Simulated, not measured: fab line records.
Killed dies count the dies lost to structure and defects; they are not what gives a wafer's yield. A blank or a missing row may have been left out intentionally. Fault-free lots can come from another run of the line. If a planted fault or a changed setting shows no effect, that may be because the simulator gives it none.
fab line records | flow n5_finfet
record: lots: 6 | wafers: 16 | last_day: 16
route steps=1938 shown BEOL_M6@1251 BEOL_M7@1263 PASSIVATION@1936
lots that met no fault: from a run of the same line without faults
start_h: hours from the record's first day to the start of the lot's first wafer shown | wait_h: hours elapsed since this lot's preceding step | " identical to the entry in the row above | L1.1+2: a row that stands for several wafers | - no value present, or no start provided | * or withheld: withheld | < > ~ a bound
route shown NAME@n: a module of which the file shows steps, and the number in the route of the first | usual: average and standard deviation across the fault-free wafers | same: alike in all rows | chamber/n: place in a boat | sites: readings site by site | _std_site: the standard deviation of these | _edge_site: the outer-site mean with the inner-site mean subtracted | radius_mm: how far each site lies from the wafer's centre | mask NAME#n: copy n | behind: the last tool/chamber to shape the wafer | hold: what put the lot on hold/how long, in hours/how the hold closed | device: whichever transistor did not switch (one of n, p or np) | end of line: tests of these same wafers at the route's end | where a step has no rows: the recipe by itself | killed: count of dies lost to structure and defects at first sort (not the wafer's yield) | map: dies across one wafer; x = killed, . = not, _ = none there
set.NAME: setting as actually run; set.NAME@STEP: the setting as run at that earlier step | model.NAME: the simulator's own value behind a step, which no gauge read
certain route steps with their lots: each step a table, each wafer a row
services: when a tool's chamber went out of use (start_h, in hours from the record's first day, below 0 if earlier), for how many hours, and the reason
== steps ==
step: N5_BEOL_M6_ALD_77
recipe: material: TaN | target_thk_a: 20 | temp_c: 275 | ald_precursor_family: PDMAT | ald_co_reactant: NH3 | pressure_torr: 3 | carrier_flow_sccm: 1500 | pulse_time_s: 2 | purge_time_s: 3 | co_reactant_purge_time_s: 2 | co_reactant_pulse_time_s: 3 | ald_cycles: 40 | precursor_vessel_temp_c: 75 | precursor_vessel_pressure_torr: 26.25 | precursor_vessel_carrier_sccm: 1000
usual: heater_power_w: 398/52 | mfc_carrier_sccm: 1500/4.4 | precursor_vessel_pressure_torr: 26.25/0.051
lot.wafer | tool         | chamber | start_h | wait_h | heater_power_w | mfc_carrier_sccm | precursor_vessel_pressure_torr
L294.2    | ald_metal-03 | 0       | 200.69  | 0.3    | 417            | 1500             | 26.30
L294.4    | "            | 3       | "       | "      | 455            | 1502             | 26.31
L294.6    | "            | 1       | "       | "      | 490            | 1507             | 26.30
L298.2    | ald_metal-01 | 0       | 221.70  | 0.3    | 406            | 1506             | 26.25
L298.4    | "            | 2       | "       | "      | 362            | 1503             | 26.29
L298.5    | "            | 2       | "       | "      | 355            | 1504             | 26.33
L302.6    | ald_metal-03 | 0       | 248.71  | 0.3    | 417            | 1504             | 26.19
L306.2    | ald_metal-03 | 1       | 266.24  | 0.2    | 495            | 1497             | 26.18
L306.4    | "            | 0       | "       | "      | 413            | 1499             | 26.25
L306.5    | "            | 3       | "       | "      | 436            | 1495             | 26.27
L308.1    | ald_metal-02 | 1       | 272.15  | 0.0    | 336            | 1507             | 26.18
L308.2    | "            | 0       | "       | "      | 340            | 1503             | 26.15
L308.3    | "            | 3       | "       | "      | 436            | 1501             | 26.20
L312.1    | ald_metal-03 | 0       | 301.99  | 0.1    | 410            | 1493             | 26.34
L312.3    | "            | 1       | "       | "      | 491            | 1507             | 26.34
L312.6    | "            | 1       | "       | "      | 494            | 1502             | 26.25
step: N5_BEOL_M6_SURFACE_TREAT_79
recipe: gas: Ar | time_s: * | ion_energy_ev: * | ion_current_ma_cm2: 0.5 | pressure_mtorr: * | ar_flow_sccm: 30
usual: throttle_valve_pct: *
lot.wafer | tool           | chamber | start_h | wait_h | throttle_valve_pct
L294.2    | pvd_sputter-02 | -       | 201.98  | 1.2    | *
L294.4    | "              | -       | "       | "      | *
L294.6    | "              | -       | "       | "      | *
L298.2    | pvd_sputter-01 | -       | 223.19  | 1.4    | *
L298.4    | "              | -       | "       | "      | *
L298.5    | "              | -       | "       | "      | *
L302.6    | pvd_sputter-01 | -       | 248.94  | 0.1    | *
L306.2    | pvd_sputter-02 | -       | 266.66  | 0.3    | *
L306.4    | "              | -       | "       | "      | *
L306.5    | "              | -       | "       | "      | *
L308.1    | pvd_sputter-03 | -       | 272.43  | 0.2    | *
L308.2    | "              | -       | "       | "      | *
L308.3    | "              | -       | "       | "      | *
L312.1    | pvd_sputter-01 | -       | 302.33  | 0.2    | *
L312.3    | "              | -       | "       | "      | *
L312.6    | "              | -       | "       | "      | *
step: N5_BEOL_M6_CVD_78
recipe: material: Co | target_thk_a: 20 | temp_c: withheld | precursor: CCTBA/H2 | pressure_torr: 30 | time_s: 142.3
step: N5_BEOL_M6_SPUTTER_48
recipe: material: Cu | target_thk_a: 100 | temp_c: -20 | bias_v: 60 | power_w: 26000 | chamber_pressure_pa: 0.13 | time_s: 1.667
usual: bias_v: 60.0/0.57 | substrate_temp_c: -20.00/0.1 | throttle_valve_pct: 30.4/1.3
lot.wafer | tool           | chamber | start_h | wait_h | bias_v | substrate_temp_c | throttle_valve_pct
L294.2    | pvd_sputter-03 | -       | 202.46  | 0.1    | 60.1   | -20.02           | 27.8
L294.4    | "              | -       | "       | "      | 59.7   | -20.10           | 30.8
L294.6    | "              | -       | "       | "      | 60.6   | -19.98           | 30.6
L298.2    | pvd_sputter-01 | -       | 223.39  | 0.1    | 59.7   | -20.10           | 30.3
L298.4    | "              | -       | "       | "      | 59.4   | -19.93           | 30.4
L298.5    | "              | -       | "       | "      | 59.5   | -20.00           | 28.0
L302.6    | pvd_sputter-01 | -       | 249.16  | 0.1    | 59.9   | -20.05           | 28.1
L306.2    | pvd_sputter-03 | -       | 267.16  | 0.2    | 60.3   | -19.89           | 28.2
L306.4    | "              | -       | "       | "      | 60.0   | -20.01           | 31.4
L306.5    | "              | -       | "       | "      | 59.8   | -19.94           | 30.8
L308.1    | pvd_sputter-03 | -       | 273.03  | 0.1    | 59.5   | -20.06           | 31.3
L308.2    | "              | -       | "       | "      | 60.5   | -20.07           | 30.9
L308.3    | "              | -       | "       | "      | 59.9   | -19.87           | 30.8
L312.1    | pvd_sputter-01 | -       | 302.99  | 0.3    | 60.1   | -20.10           | 30.2
L312.3    | "              | -       | "       | "      | 60.3   | -20.06           | 30.9
L312.6    | "              | -       | "       | "      | 61.0   | -20.14           | 30.3
step: N5_BEOL_M6_ECD_50
recipe: material: Cu | target_thk_a: 3000
step: N5_BEOL_M6_ANNEAL_51
recipe: temp_c: 225 | time_s: 90 | ambient: N2
step: N5_BEOL_M6_CMP_52
recipe: stop_on: SiCOH_lowk | t_overpolish_s: 6.9 | down_force_psi: 1 | platen_rpm: 50 | clearing_platen_down_force_psi: 1.5 | clearing_platen_rpm: 50 | post_cmp_clean: cu_alkaline | target_thk_nm: 80 | clearing_platen_pad_velocity_m_s: 0.99484 | pad_velocity_m_s: 0.99484
usual: barrier_field_endpoint_s: 29.0/1 | clearing_platen_rpm: 50.002/0.029 | edge_zone_pressure_frac: 1.000/0.005 | motor_current_A: 5.9/0.58 | overpolish_run_s: 6.901/0.0091 | slurry_filter_dp_kPa: 13.50/0.15 | time_to_endpoint_s: 62/4.4
lot.wafer | tool   | chamber | start_h | wait_h | barrier_field_endpoint_s | clearing_platen_rpm | edge_zone_pressure_frac | motor_current_A | overpolish_run_s | slurry_filter_dp_kPa | time_to_endpoint_s
L294.2    | cmp-03 | 1       | 203.27  | 0.2    | 29.0                     | 49.972              | 0.999                   | 5.9             | 6.892            | 13.31                | 64
L294.4    | "      | 0       | "       | "      | 28.2                     | 49.985              | 0.996                   | 6.4             | 6.898            | 13.27                | 60
L294.6    | "      | 2       | "       | "      | 27.6                     | 50.025              | 0.986                   | 5.3             | 6.906            | 13.40                | 60
L298.4    | cmp-04 | 2       | 224.14  | 0.3    | 29.1                     | 49.953              | 1.000                   | 6.4             | 6.903            | 13.54                | 62
L298.2    | "      | 3       | "       | "      | 29.4                     | 50.020              | 1.001                   | 6.2             | 6.889            | 13.83                | 66
L298.5    | "      | 1       | "       | "      | 28.6                     | 50.041              | 1.000                   | 7.1             | 6.905            | 13.56                | 61
L302.6    | cmp-04 | 2       | 249.78  | 0.2    | 29.3                     | 50.049              | 1.006                   | 6.6             | 6.889            | 13.24                | 58
L306.2    | cmp-03 | 0       | 269.73  | 0.2    | 28.3                     | 49.995              | 0.998                   | 5.5             | 6.899            | 13.48                | 57
L306.4    | "      | 2       | "       | "      | 28.8                     | 50.010              | 1.013                   | 5.5             | 6.912            | 13.70                | 61
L306.5    | "      | 0       | "       | "      | 28.6                     | 49.987              | 0.998                   | 6.0             | 6.896            | 13.61                | 58
L308.1    | cmp-01 | 0       | 273.83  | 0.5    | 28.8                     | 50.054              | 0.992                   | 6.0             | 6.908            | 13.54                | 64
L308.2    | "      | 1       | "       | "      | 30.7                     | 50.041              | 0.994                   | 6.5             | 6.920            | 13.34                | 71
L308.3    | "      | 3       | "       | "      | 27.8                     | 50.015              | 1.003                   | 5.9             | 6.897            | 13.51                | 61
L312.1    | cmp-01 | 3       | 303.70  | 0.3    | 28.4                     | 50.007              | 0.998                   | 6.0             | 6.881            | 13.42                | 59
L312.3    | "      | 1       | "       | "      | 31.1                     | 50.051              | 0.998                   | 6.8             | 6.896            | 13.59                | 70
L312.6    | "      | 3       | "       | "      | 28.0                     | 50.021              | 0.999                   | 5.9             | 6.885            | 13.56                | 58
step: N5_BEOL_M6_THK_MEAS_53
recipe: thk_meas_gauge: xrf | reads: Cu_of_BEOL_M6_ECD_50
usual: M6_THK: 81.3/2.5
lot.wafer | tool          | chamber | start_h | wait_h | M6_THK[nm]
L294.2    | film_metro-01 | -       | 203.56  | -      | 83.4
L294.4    | "             | -       | "       | "      | 77.5
L294.6    | "             | -       | "       | "      | 81.3
L298.2    | film_metro-02 | -       | 224.36  | -      | 82.5
L298.4    | "             | -       | "       | "      | 77.2
L298.5    | "             | -       | "       | "      | 79.4
L302.6    | film_metro-02 | -       | 249.93  | -      | 79.8
L306.2    | film_metro-01 | -       | 270.02  | -      | 82.9
L306.4    | "             | -       | "       | "      | 81.3
L306.5    | "             | -       | "       | "      | 82.2
L308.1    | film_metro-02 | -       | 274.13  | -      | 80.3
L308.2    | "             | -       | "       | "      | 85.5
L308.3    | "             | -       | "       | "      | 84.9
L312.1    | film_metro-01 | -       | 304.00  | -      | 82.8
L312.3    | "             | -       | "       | "      | 82.4
L312.6    | "             | -       | "       | "      | 80.4
step: N5_BEOL_M6_PRE_CLEAN_55
recipe: gas: NH3 | time_s: 15 | temp_c: withheld | rf_power_w: 300
step: N5_BEOL_M6_DEP_56
recipe: material: SiCN | target_thk_a: 100 | temp_c: withheld | precursor: 3MS/NH3 | pressure_torr: 3 | rf_w: 202 | time_s: 17.5
step: N5_BEOL_M6_RS_MEAS_57
recipe: thk_meas_gauge: four-point-probe | reads: Cu_of_BEOL_M6_ECD_50+Co_of_BEOL_M6_CVD_78+TaN_of_BEOL_M6_ALD_77
usual: M6_RS: 0.282/0.0097
lot.wafer | tool          | chamber | start_h | wait_h | M6_RS[ohm/sq]
L294.2    | film_metro-02 | -       | 203.72  | 0.1    | 0.277
L294.4    | "             | -       | "       | "      | 0.302
L294.6    | "             | -       | "       | "      | 0.285
L298.2    | film_metro-01 | -       | 224.49  | 0.1    | 0.275
L298.4    | "             | -       | "       | "      | 0.297
L298.5    | "             | -       | "       | "      | 0.286
L302.6    | film_metro-02 | -       | 250.06  | 0.0    | 0.286
L306.2    | film_metro-01 | -       | 270.15  | 0.1    | 0.275
L306.4    | "             | -       | "       | "      | 0.280
L306.5    | "             | -       | "       | "      | 0.277
L308.1    | film_metro-02 | -       | 274.29  | 0.1    | 0.283
L308.2    | "             | -       | "       | "      | 0.265
L308.3    | "             | -       | "       | "      | 0.266
L312.1    | film_metro-01 | -       | 304.13  | 0.1    | 0.276
L312.3    | "             | -       | "       | "      | 0.278
L312.6    | "             | -       | "       | "      | 0.286
step: N5_BEOL_M6_INSPECT_58
recipe: inspect_instrument: darkfield | mode: post_dep
usual: raw_defect_count: 77/30
lot.wafer | tool              | chamber | start_h | wait_h | raw_defect_count
L294.2    | defect_inspect-02 | -       | 203.75  | 0.0    | 86
L294.4    | "                 | -       | "       | "      | 73
L294.6    | "                 | -       | "       | "      | 119
L298.2    | defect_inspect-01 | -       | 224.52  | 0.0    | 94
L298.4    | "                 | -       | "       | "      | 108
L298.5    | "                 | -       | "       | "      | 60
L302.6    | defect_inspect-01 | -       | 250.09  | 0.0    | 76
L306.2    | defect_inspect-02 | -       | 270.18  | 0.0    | 58
L306.4    | "                 | -       | "       | "      | 66
L306.5    | "                 | -       | "       | "      | 97
L308.1    | defect_inspect-02 | -       | 274.31  | 0.0    | 65
L308.2    | "                 | -       | "       | "      | 64
L308.3    | "                 | -       | "       | "      | 55
L312.1    | defect_inspect-01 | -       | 304.15  | 0.0    | 115
L312.3    | "                 | -       | "       | "      | 64
L312.6    | "                 | -       | "       | "      | 92
step: N5_BEOL_M7_ILD_DEP_00
recipe: material: SiCOH_lowk | target_thk_a: 1797.5 | temp_c: 300 | precursor: DEMS/porogen | pressure_torr: 5 | rf_w: 500 | time_s: 33.4
usual: heater_power_w: 286/34 | showerhead_plenum_p_Torr: 5.743/0.018 | susceptor_temp_C: 300.01/0.18 | throttle_valve_pct: 14.2/0.65
lot.wafer | tool     | chamber | start_h | wait_h | heater_power_w | showerhead_plenum_p_Torr | susceptor_temp_C | throttle_valve_pct
L294.2    | pecvd-02 | 2       | 203.79  | 0.0    | 277            | 5.719                    | 299.79           | 13.5
L294.4    | "        | 0       | "       | "      | 283            | 5.741                    | 300.08           | 14.4
L294.6    | "        | 2       | "       | "      | 286            | 5.715                    | 299.85           | 13.2
L298.2    | pecvd-04 | 0       | 224.56  | 0.0    | 258            | 5.754                    | 300.11           | 14.9
L298.4    | "        | 0       | "       | "      | 265            | 5.758                    | 299.88           | 14.6
L298.5    | "        | 1       | "       | "      | 269            | 5.749                    | 299.99           | 14.8
L302.6    | pecvd-04 | 1       | 250.14  | 0.1    | 247            | 5.752                    | 296.74           | 14.8
L306.2    | pecvd-04 | 2       | 270.22  | 0.0    | 283            | 5.740                    | 299.92           | 13.4
L306.4    | "        | 0       | "       | "      | 252            | 5.758                    | 300.11           | 14.8
L306.5    | "        | 1       | "       | "      | 293            | 5.731                    | 296.60           | 14.7
L308.1    | pecvd-02 | 2       | 274.35  | 0.0    | 274            | 5.715                    | 300.07           | 13.8
L308.2    | "        | 0       | "       | "      | 239            | 5.725                    | 300.14           | 14.6
L308.3    | "        | 1       | "       | "      | 321            | 5.776                    | 300.14           | 14.7
L312.1    | pecvd-02 | 2       | 304.19  | 0.0    | 284            | 5.724                    | 300.15           | 14.0
L312.3    | "        | 0       | "       | "      | 243            | 5.720                    | 299.46           | 14.4
L312.6    | "        | 2       | "       | "      | 284            | 5.728                    | 300.02           | 13.6
step: N5_BEOL_M7_CURE_74
recipe: temp_c: 385 | time_s: 240 | ambient: He/Ar | material: SiCOH_lowk
usual: lamp_power_pct: 52.31/0.051 | wafer_temp_C_max: 387.0/0.66
lot.wafer | tool       | chamber | start_h | wait_h | lamp_power_pct | wafer_temp_C_max
L294.2    | uv_cure-02 | 0       | 203.93  | 0.1    | 52.34          | 386.9
L294.4    | "          | 0       | "       | "      | 52.30          | 386.2
L294.6    | "          | 0       | "       | "      | 52.31          | 386.9
L298.2    | uv_cure-03 | 1       | 224.70  | 0.1    | 52.30          | 386.9
L298.4    | "          | 1       | "       | "      | 52.31          | 387.0
L298.5    | "          | 1       | "       | "      | 52.38          | 387.7
L302.6    | uv_cure-01 | 2       | 250.58  | 0.4    | 52.30          | 387.6
L306.2    | uv_cure-01 | 2       | 270.38  | 0.1    | 52.25          | 386.8
L306.4    | "          | 2       | "       | "      | 52.35          | 387.0
L306.5    | "          | 2       | "       | "      | 52.35          | 386.5
L308.1    | uv_cure-01 | 0       | 274.42  | 0.0    | 52.39          | 386.9
L308.2    | "          | 0       | "       | "      | 52.34          | 387.0
L308.3    | "          | 0       | "       | "      | 52.29          | 387.1
L312.1    | uv_cure-03 | 0       | 304.25  | 0.0    | 52.31          | 386.9
L312.3    | "          | 0       | "       | "      | 52.39          | 386.8
L312.6    | "          | 0       | "       | "      | 52.41          | 387.1
step: N5_PASSIVATION_PROBE_49
usual: defect_limited_yield: 91.4/1.5 | killed_at_M0_to_M3: 36/11 | killed_at_M4_up: 14/6 | killed_at_contacts: 11/6 | killed_at_front_end: 37/11 | killed_at_other: 4/3.4 | killed_dies: 102/18 | killed_open: 66/13 | killed_short: 34/7.8 | sort_bin_5_function: 5.0/0.97 | sort_bin_6_memory: 3.2/0.7 | sort_bin_8_speed: 0.0/0.38 | sort_n_pass: 1078/19 | sort_yield_pct: 91.3/1.6
same: gross_dies: 1180 | killed_at_back_side: 0 | sort_bin_4_leakage[%]: 0
lot.wafer | tool      | chamber | start_h | wait_h | defect_limited_yield[%] | killed_at_M0_to_M3 | killed_at_M4_up | killed_at_contacts | killed_at_front_end | killed_at_other | killed_dies | killed_open | killed_short | sort_bin_5_function[%] | sort_bin_6_memory[%] | sort_bin_8_speed[%] | sort_n_pass | sort_yield_pct[%]
L294.2    | prober-01 | -       | 286.97  | 0.1    | 93.6                    | 17                 | 11              | 7                  | 39                  | 2               | 76          | 43          | 30           | 4.0                    | 2.3                  | 0                   | 1104        | 93.6
L294.4    | prober-01 | -       | 287.07  | 0.2    | 94.1                    | 24                 | 12              | 5                  | 29                  | 0               | 70          | 46          | 23           | 4.1                    | 1.9                  | 0                   | 1110        | 94.1
L294.6    | prober-01 | -       | 287.17  | 0.3    | 90.4                    | 43                 | 15              | 16                 | 37                  | 2               | 113         | 81          | 31           | 5.5                    | 3.9                  | 0                   | 1067        | 90.4
L306.2    | prober-02 | -       | 349.87  | 0.9    | 91.9                    | 39                 | 7               | 2                  | 46                  | 2               | 96          | 63          | 32           | 4.8                    | 2.8                  | 0                   | 1084        | 91.9
L306.4    | prober-02 | -       | 349.97  | 1.0    | 91.2                    | 29                 | 16              | 8                  | 51                  | 0               | 104         | 65          | 38           | 4.9                    | 3.4                  | 0                   | 1076        | 91.2
L306.5    | prober-02 | -       | 350.02  | 1.1    | 91.0                    | 36                 | 7               | 13                 | 49                  | 1               | 106         | 67          | 38           | 5.1                    | 3.7                  | 0                   | 1074        | 91.0
killed by level:class
L294.2 FIN_SAQP:geometric_particle:short=10 ILD0:geometric_particle:short=7 BEOL_M4:geometric_particle:open=6 ILD0:geometric_particle:open=5 MOL_CONTACT_COAG:geometric_particle:open=5 STI_FIN_REVEAL:geometric_particle:open=4 BEOL_M0_SAQP:geometric_particle:open=4 BEOL_M0_SAQP:geometric_particle:short=4
L294.4 BEOL_M3:geometric_particle:open=8 GATE_CUT:geometric_particle:short=6 BEOL_M6:geometric_particle:open=5 ILD0:geometric_particle:open=5 BEOL_M2:geometric_particle:open=5 BEOL_M0_SAQP:geometric_particle:open=4 FIN_SAQP:geometric_particle:short=3 DUMMY_GATE:geometric_particle:open=3
L294.6 BEOL_M2:geometric_particle:open=14 MOL_CONTACT_COAG:geometric_particle:open=11 BEOL_M0_SAQP:geometric_particle:open=9 BEOL_M3:geometric_particle:open=9 FIN_SAQP:geometric_particle:short=7 DUMMY_GATE:geometric_particle:open=7 FIN_SAQP:geometric_particle:open=6 STI_FIN_REVEAL:geometric_particle:open=6
L306.2 BEOL_M1:geometric_particle:open=13 STI_FIN_REVEAL:geometric_particle:open=13 BEOL_M0_SAQP:geometric_particle:open=8 FIN_SAQP:geometric_particle:short=7 FIN_SAQP:geometric_particle:open=5 DUMMY_GATE:geometric_particle:open=5 BEOL_M0_SAQP:geometric_particle:short=5 BEOL_M3:geometric_particle:open=5
L306.4 FIN_SAQP:geometric_particle:open=12 STI_FIN_REVEAL:geometric_particle:open=10 BEOL_M1:geometric_particle:open=9 BEOL_M4:geometric_particle:open=8 FIN_SAQP:geometric_particle:short=7 MOL_CONTACT_COAG:geometric_particle:open=7 BEOL_M0_SAQP:geometric_particle:open=6 GATE_CUT:geometric_particle:short=4
L306.5 BEOL_M1:geometric_particle:open=14 DUMMY_GATE:geometric_particle:open=13 FIN_SAQP:geometric_particle:short=9 STI_FIN_REVEAL:geometric_particle:open=7 BEOL_M2:geometric_particle:open=6 MOL_CONTACT_COAG:geometric_particle:short=6 MOL_CONTACT_COAG:geometric_particle:open=6 GATE_CUT:geometric_particle:short=5
== services ==
tool           | chamber | start_h | hours | kind
cmp-04         | -       | 183.56  | 0.9   | repair
ald_metal-02   | -       | 185.64  | 8.7   | pm
uv_cure-01     | -       | 190.80  | 4.4   | repair
pvd_sputter-01 | -       | 194.09  | 0.8   | repair
cmp-01         | -       | 196.55  | 4.0   | pm
cmp-01         | -       | 200.55  | -     | consumable_replace:conditioner
cmp-01         | -       | 200.55  | -     | consumable_replace:pad
cmp-03         | -       | 203.50  | 4.0   | pm
pecvd-02       | 1       | 205.67  | 4.9   | repair
cmp-03         | -       | 207.50  | -     | consumable_replace:conditioner
cmp-01         | -       | 213.32  | 1.2   | repair
cmp-03         | -       | 218.71  | 1.1   | repair
cmp-03         | -       | 221.52  | 5.1   | pm
uv_cure-02     | -       | 240.52  | 1.9   | repair
cmp-04         | -       | 244.19  | 3.7   | pm
ald_metal-02   | 3       | 258.02  | 4.0   | repair
cmp-03         | -       | 267.36  | 0.8   | repair
pecvd-04       | 2       | 272.32  | 2.5   | repair
cmp-04         | -       | 275.10  | 4.0   | pm
ald_metal-02   | -       | 277.69  | 2.8   | pm
uv_cure-01     | -       | 282.81  | 2.1   | pm
uv_cure-03     | -       | 286.17  | 2.1   | pm
uv_cure-02     | -       | 296.72  | 1.0   | pm
cmp-01         | -       | 303.99  | 0.9   | repair
== key ==
first_sign: step: N5_BEOL_M7_ILD_DEP_00 | reading: susceptor_temp_C | direction: down | sigmas: 19 | usual: * | struck: *
effect none on later readings
met_at N5_BEOL_M7_ILD_DEP_00
struck_wafers L302.6,L306.5
rows_end L302.6
onset_between 224.56 250.14
earlier_fault: kind: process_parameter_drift | tool: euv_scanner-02 | chamber: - | onset_h: 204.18 | steps: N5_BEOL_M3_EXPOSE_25 | channel: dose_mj | offset: 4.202 | shape: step | acts_in: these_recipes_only | stated: 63
fault: kind: process_parameter_drift | tool: pecvd-04 | chamber: 1 | onset_h: 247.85 | steps: N5_BEOL_M7_ILD_DEP_00 | channel: temp_c | offset: * | shape: step | acts_in: * | stated: *
rows_end: these wafers met a further fault down the route, and their rows from its step on are left out
